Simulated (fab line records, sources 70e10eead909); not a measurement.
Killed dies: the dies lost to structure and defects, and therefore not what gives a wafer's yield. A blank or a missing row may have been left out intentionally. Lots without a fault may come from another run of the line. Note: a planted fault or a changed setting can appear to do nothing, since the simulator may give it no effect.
A single fault, viewed from 2 desks + flow nand harc + each desk holds nothing but its own numbers, with what lay behind them at the end

== DESK OF THE TOOL OWNER: litho track-04 ==
The tool's own readings at NHARC_P_M2_PEB_07 (peb time 65 s): means of the sampled wafers that have a number, for each lot that ran on this tool. The brackets show how far a lot's mean lies from the usual mean; more than 4 standard deviations puts the lot out of limits, marked OUT.
Columns: A = heater power total W at NHARC_P_M2_PEB_07, usual 156.6 W; B = plate temp C at NHARC_P_M2_PEB_07, usual 99.99 C
| lot  | first seen here | A                | B                |
|------|-----------------|------------------|------------------|
| L438 | day 6 13:01     | 156.9            | 100.05           |
| L439 | day 6 16:41     | 156.5            | 100.02           |
| L452 | day 12 13:05    | 157.1            | 99.85            |
| L454 | day 13 00:50    | 159.2 (+6.1) OUT | 101.20 (+10) OUT |
| L455 | day 13 13:14    | 159.8 (+7.4) OUT | 101.29 (+11) OUT |
This desk's finding: out of limits on L454, L455; first on L454, day 13 00:50 (heater power total W at NHARC_P_M2_PEB_07). L438, L439, L452: within limits.

== THE METROLOGY DESK ==
Lot by lot, what the gauges showed, no matter which tool ran the lot: averages of those sampled wafers that carry a number. The brackets show how far a lot's mean lies from the usual mean; more than 4 standard deviations puts the lot out of limits, marked OUT.
Columns: A = cd nm at NHARC_P_M2_CD_MEAS_09, usual 169.8 nm
| lot  | first seen here | A                |
|------|-----------------|------------------|
| L438 | day 6 13:05     | 169.8            |
| L439 | day 6 16:46     | 171.2            |
| L443 | day 8 07:52     | 169.3            |
| L446 | day 9 18:55     | 170.1            |
| L452 | day 12 13:11    | 170.2            |
| L454 | day 13 00:55    | 174.5 (+6.2) OUT |
| L455 | day 13 13:19    | 174.3 (+6.0) OUT |
| L456 | day 13 21:05    | 169.6            |
| L459 | day 14 23:50    | 170.7            |
| L460 | day 15 19:46    | 169.4            |
This desk's finding: out of limits on L454, L455; first on L454, day 13 00:55 (cd nm at NHARC_P_M2_CD_MEAS_09). L438, L439, L443, L446, L452, L456, L459, L460: within limits.

== ALL TOGETHER ==
An alarm could have come from the tool owner's desk at day 13 00:50, on L454, L455.
An alarm was possible from the metrology desk at day 13 00:55, on L454, L455.
NHARC_P_M2_PEB_07 was run on litho track-04 by each of the lots named.

== WHAT HAD BEEN PUT IN BY THE SIMULATOR ==
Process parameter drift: litho track-04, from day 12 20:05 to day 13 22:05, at NHARC_P_M2_PEB_07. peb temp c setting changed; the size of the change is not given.
Shown lots that were struck: L454, L455.
Hours from the fault's start to each desk's first reading out of limits: the tool owner's desk, 5; the metrology desk, 5.
